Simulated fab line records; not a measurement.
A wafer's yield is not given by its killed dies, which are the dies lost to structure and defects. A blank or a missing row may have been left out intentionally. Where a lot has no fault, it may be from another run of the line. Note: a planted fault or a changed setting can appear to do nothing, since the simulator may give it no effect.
Which of the tools did it? + flow n5-finfet + 12 lots, 33 wafers sampled, at 5 steps of a route of 1938

WHAT THE GAUGES SHOWED, per wafer
The record holds no reading of a measuring or inspecting step that can be judged against a usual standard deviation.

EACH LOT AND THE TOOL THAT RAN IT (in order: tool; ch and the chambers of the sampled wafers; start)
| lot  | N5_FIN_SAQP_ETCH_52               | N5_FIN_SAQP_ETCH_65             | N5_FIN_SAQP_RECESS_63             | N5_FIN_SAQP_ETCH_69               | N5_PASSIVATION_PROBE_49 |
|------|-----------------------------------|---------------------------------|-----------------------------------|-----------------------------------|-------------------------|
| L752 | rie-diel-04 ch 0,1,2, day 1 23:33 | rie-si-06 ch 1,2,3, day 2 02:32 | vapor-etch-01 ch 1, day 2 02:38   | rie-diel-05 ch 0,2,3, day 2 03:05 | prober-01, day 13 13:15 |
| L753 | rie-diel-04 ch 0,1, day 2 04:40   | rie-si-06 ch 2,3, day 2 06:44   | vapor-etch-02 ch 0,1, day 2 06:58 | rie-diel-01 ch 0,1,2, day 2 07:17 | prober-01, day 14 07:01 |
| L754 | rie-diel-01 ch 0,1, day 2 09:56   | rie-si-01 ch 2,3, day 2 12:01   | vapor-etch-01 ch 1, day 2 12:14   | rie-diel-04 ch 1, day 2 12:34     | prober-01, day 15 02:25 |
| L755 | rie-diel-04 ch 0,1,2, day 2 16:25 | rie-si-01 ch 0,2,3, day 2 19:40 | vapor-etch-02 ch 0, day 2 19:47   | rie-diel-01 ch 0,1,2, day 2 20:16 | prober-01, day 15 01:12 |
| L757 | rie-diel-01 ch 0,2, day 3 04:17   | rie-si-01 ch 0,3, day 3 07:08   | vapor-etch-01 ch 0,1, day 3 07:15 | rie-diel-04 ch 1,2, day 3 07:43   | prober-01, day 15 08:18 |
| L758 | rie-diel-01 ch 1,3, day 3 09:43   | rie-si-06 ch 0,3, day 3 11:56   | vapor-etch-02 ch 0,1, day 3 12:04 | rie-diel-05 ch 0,1,3, day 3 12:35 | prober-01, day 16 02:46 |
| L760 | rie-diel-01 ch 1,2, day 3 22:40   | rie-si-06 ch 1,2,3, day 4 01:02 | vapor-etch-01 ch 0, day 4 01:08   | rie-diel-01 ch 0,1,2, day 4 01:37 | prober-02, day 15 12:12 |
| L761 | rie-diel-05 ch 0,3, day 4 05:50   | rie-si-01 ch 1, day 4 08:04     | vapor-etch-02 ch 0,1, day 4 08:11 | rie-diel-04 ch 0,2, day 4 08:38   | prober-02, day 15 11:22 |
| L762 | rie-diel-04 ch 0,2, day 4 10:31   | rie-si-06 ch 0,2,3, day 4 12:35 | vapor-etch-02 ch 0,1, day 4 12:41 | rie-diel-05 ch 0,3, day 4 13:08   | prober-01, day 16 15:36 |
| L763 | rie-diel-05 ch 0,2,3, day 4 15:59 | rie-si-01 ch 1,2,3, day 4 18:10 | vapor-etch-01 ch 0,1, day 4 18:16 | rie-diel-01 ch 1,2,3, day 4 18:44 | prober-01, day 17 04:41 |
| L768 | rie-diel-04 ch 0,1, day 5 21:41   | rie-si-06 ch 1, day 5 23:47     | vapor-etch-02 ch 1, day 6 00:01   | rie-diel-04 ch 1, day 6 00:21     | prober-01, day 20 14:26 |
| L769 | rie-diel-04 ch 0,1,3, day 6 04:46 | rie-si-06 ch 0,2, day 6 07:17   | vapor-etch-02 ch 0,1, day 6 07:24 | rie-diel-05 ch 0,1, day 6 08:10   | prober-01, day 18 12:02 |
- N5_FIN_SAQP_ETCH_52: etches SOC in N2/H2, target depth 100 nm, overetch 20 nm, time 150 s.
- N5_FIN_SAQP_ETCH_65: etches SiO2 in CF4, target depth 4 nm, time 4.4 s.
- N5_FIN_SAQP_RECESS_63: chemistry HF/NH3, target SiO2, target depth 18 nm, afs cycles 3, sublimation time 60 s.
- N5_FIN_SAQP_ETCH_69: etches SOC in N2/H2, stops on SiNx, target depth 150 nm.
- N5_PASSIVATION_PROBE_49

WHAT THE TOOLS THEMSELVES READ (means of the sampled wafers that have a number; where no wafer has one, the mark that the record gives instead)
N5_FIN_SAQP_ETCH_52. Usual: drypump-motor-current-A 5.6 A, standard deviation 0.44; oes-product-au 0.69 a.u., standard deviation 0.049; rf-vpp-V 523.7 V, standard deviation 2.7; showerhead-plenum-p-Torr 2.53 Torr, standard deviation 0.095; throttle-valve-pct 17.81 %, standard deviation 0.23.
| lot  | tool        | drypump-motor-current-A (A) | oes-product-au (a.u.) | rf-vpp-V (V) | showerhead-plenum-p-Torr (Torr) | throttle-valve-pct (%) | flag |
|------|-------------|-----------------------------|-----------------------|--------------|---------------------------------|------------------------|------|
| L752 | rie-diel-04 | 5.8                         | 0.69                  | 524.2        | 2.55                            | 17.91                  |      |
| L753 | rie-diel-04 | 6.0                         | 0.71                  | 522.4        | 2.50                            | 17.82                  |      |
| L754 | rie-diel-01 | 6.0                         | 0.70                  | 526.2        | 2.67                            | 17.73                  |      |
| L755 | rie-diel-04 | 5.8                         | 0.68                  | 523.4        | 2.54                            | 17.92                  |      |
| L757 | rie-diel-01 | 5.5                         | 0.66                  | 525.2        | 2.58                            | 18.10                  |      |
| L758 | rie-diel-01 | 5.3                         | 0.75                  | 523.0        | 2.52                            | 17.65                  |      |
| L760 | rie-diel-01 | 5.3                         | 0.70                  | 525.0        | 2.61                            | 18.05                  |      |
| L761 | rie-diel-05 | 5.3                         | 0.67                  | 520.2        | 2.41                            | 17.60                  |      |
| L762 | rie-diel-04 | 5.7                         | 0.77                  | 524.6        | 2.59                            | 17.63                  |      |
| L763 | rie-diel-05 | 5.3                         | 0.66                  | 522.4        | 2.47                            | 17.60                  |      |
| L768 | rie-diel-04 | 5.9                         | 0.69                  | 524.2        | 2.50                            | 17.80                  |      |
| L769 | rie-diel-04 | 5.8                         | 0.69                  | 522.4        | 2.48                            | 17.77                  |      |

N5_FIN_SAQP_ETCH_65. Usual: drypump-motor-current-A 5.36 A, standard deviation 0.27; oes-product-au 0.999 a.u., standard deviation 0.012; throttle-valve-pct 21.84 %, standard deviation 0.18.
| lot  | tool      | drypump-motor-current-A (A) | oes-product-au (a.u.) | throttle-valve-pct (%) | flag |
|------|-----------|-----------------------------|-----------------------|------------------------|------|
| L752 | rie-si-06 | 5.34                        | 0.997                 | 21.89                  |      |
| L753 | rie-si-06 | 5.38                        | 1.003                 | 22.01                  |      |
| L754 | rie-si-01 | 5.21                        | 0.974                 | 21.85                  |      |
| L755 | rie-si-01 | 5.44                        | 0.996                 | 21.87                  |      |
| L757 | rie-si-01 | 5.76                        | 1.009                 | 21.92                  |      |
| L758 | rie-si-06 | 5.52                        | 1.002                 | 21.97                  |      |
| L760 | rie-si-06 | 5.31                        | 0.999                 | 21.89                  |      |
| L761 | rie-si-01 | 5.04                        | 1.013                 | 21.77                  |      |
| L762 | rie-si-06 | 5.40                        | 1.000                 | 21.85                  |      |
| L763 | rie-si-01 | 5.15                        | 0.987                 | 21.83                  |      |
| L768 | rie-si-06 | 5.36                        | 0.907                 | 21.75                  | OFF  |
| L769 | rie-si-06 | 5.23                        | 0.855                 | 21.66                  | OFF  |

N5_FIN_SAQP_RECESS_63. Usual: drypump-motor-current-A 5.6 A, standard deviation 0.33.
| lot  | tool          | drypump-motor-current-A (A) | flag |
|------|---------------|-----------------------------|------|
| L752 | vapor-etch-01 | 5.9                         |      |
| L753 | vapor-etch-02 | 5.3                         |      |
| L754 | vapor-etch-01 | 5.9                         |      |
| L755 | vapor-etch-02 | 5.6                         |      |
| L757 | vapor-etch-01 | 6.0                         |      |
| L758 | vapor-etch-02 | 5.3                         |      |
| L760 | vapor-etch-01 | 6.0                         |      |
| L761 | vapor-etch-02 | 5.3                         |      |
| L762 | vapor-etch-02 | 5.4                         |      |
| L763 | vapor-etch-01 | 5.9                         |      |
| L768 | vapor-etch-02 | 5.1                         |      |
| L769 | vapor-etch-02 | 5.4                         |      |

N5_FIN_SAQP_ETCH_69. Usual: drypump-motor-current-A 5.6 A, standard deviation 0.42; oes-product-au 0.76 a.u., standard deviation 0.057; rf-vpp-V 240.4 V, standard deviation 1.5; showerhead-plenum-p-Torr 2.52 Torr, standard deviation 0.094; throttle-valve-pct 17.77 %, standard deviation 0.23.
| lot  | tool        | drypump-motor-current-A (A) | oes-product-au (a.u.) | rf-vpp-V (V) | showerhead-plenum-p-Torr (Torr) | throttle-valve-pct (%) | flag |
|------|-------------|-----------------------------|-----------------------|--------------|---------------------------------|------------------------|------|
| L752 | rie-diel-05 | 5.3                         | 0.74                  | 240.4        | 2.48                            | 17.56                  |      |
| L753 | rie-diel-01 | 5.7                         | 0.77                  | 241.3        | 2.63                            | 17.87                  |      |
| L754 | rie-diel-04 | 6.1                         | 0.77                  | 239.2        | 2.45                            | 17.96                  |      |
| L755 | rie-diel-01 | 5.7                         | 0.77                  | 241.7        | 2.63                            | 17.89                  |      |
| L757 | rie-diel-04 | 5.8                         | 0.71                  | 241.0        | 2.55                            | 18.18                  |      |
| L758 | rie-diel-05 | 5.6                         | 0.76                  | 240.3        | 2.45                            | 17.70                  |      |
| L760 | rie-diel-01 | 5.7                         | 0.75                  | 241.8        | 2.63                            | 17.90                  |      |
| L761 | rie-diel-04 | 5.7                         | 0.88                  | 241.8        | 2.59                            | 17.66                  |      |
| L762 | rie-diel-05 | 5.3                         | 0.71                  | 239.2        | 2.40                            | 17.56                  |      |
| L763 | rie-diel-01 | 5.3                         | 0.78                  | 240.8        | 2.57                            | 17.85                  |      |
| L768 | rie-diel-04 | 6.2                         | 0.73                  | 239.3        | 2.44                            | 18.02                  |      |
| L769 | rie-diel-05 | 5.8                         | 0.77                  | 240.0        | 2.50                            | 17.88                  |      |

N5_PASSIVATION_PROBE_49. Usual: killed_at_M0_to_M3 36, standard deviation 10; killed_at_M4_up 14, standard deviation 5.2; killed-at-contacts 12, standard deviation 6; killed-at-front-end 37, standard deviation 10; killed-at-other 4, standard deviation 3.3; killed-dies 104, standard deviation 18; killed-open 68, standard deviation 14; killed-short 34, standard deviation 7.4.
| lot  | tool      | killed_at_M0_to_M3 | killed_at_M4_up | killed-at-contacts | killed-at-front-end | killed-at-other | killed-dies | killed-open | killed-short | flag |
|------|-----------|--------------------|-----------------|--------------------|---------------------|-----------------|-------------|-------------|--------------|------|
| L752 | prober-01 | 41                 | 20              | 16                 | 24                  | 2               | 103         | 68          | 34           |      |
| L753 | prober-01 | 38                 | 19              | 16                 | 50                  | 5               | 128         | 85          | 39           |      |
| L754 | prober-01 | 23                 | 10              | 10                 | 24                  | 4               | 72          | 48          | 24           |      |
| L755 | prober-01 | 35                 | 17              | 5                  | 34                  | 1               | 93          | 55          | 36           |      |
| L757 | prober-01 | 45                 | 19              | 22                 | 34                  | 3               | 124         | 86          | 34           |      |
| L758 | prober-01 | 36                 | 11              | 20                 | 54                  | 3               | 123         | 82          | 41           |      |
| L760 | prober-02 | 51                 | 24              | 16                 | 40                  | 7               | 138         | 94          | 42           |      |
| L761 | prober-02 | 34                 | 16              | 10                 | 42                  | 4               | 104         | 72          | 30           |      |
| L762 | prober-01 | 31                 | 14              | 8                  | 39                  | 2               | 94          | 58          | 35           |      |
| L763 | prober-01 | 37                 | 14              | 11                 | 33                  | 1               | 96          | 62          | 33           |      |
| L768 | prober-01 | 24                 | 10              | 8                  | 48                  | 8               | 100         | 69          | 29           |      |
| L769 | prober-01 | 30                 | 14              | 8                  | 32                  | 12              | 96          | 57          | 33           |      |

THE ANSWER, worked out from the rows above alone
Rule: lot off if the mean of its wafers having a number is beyond 3 standard deviations from the usual mean. A lot without any number at a reading at which 4 lots or more have one is off too. The other lots that the step has rows for count as sound. After the gauges, taken in route order, come the tools' own readings; for these a lot's mean is taken, as printed above. The first step at which some lot is off is used, and at that step the reading that is off furthest; a lot without a number counts as furthest.
Off, at N5_FIN_SAQP_ETCH_65 on oes-product-au: L768, L769.
A tool fits if, at that step or a process step before it, it ran every lot that is off, and no sound lot after the first of them. 2 tools fit, rie-diel-04 at N5_FIN_SAQP_ETCH_52 and rie-si-06 at N5_FIN_SAQP_ETCH_65, so this cannot tell which one it is.

WHAT THE SIMULATOR PUT IN
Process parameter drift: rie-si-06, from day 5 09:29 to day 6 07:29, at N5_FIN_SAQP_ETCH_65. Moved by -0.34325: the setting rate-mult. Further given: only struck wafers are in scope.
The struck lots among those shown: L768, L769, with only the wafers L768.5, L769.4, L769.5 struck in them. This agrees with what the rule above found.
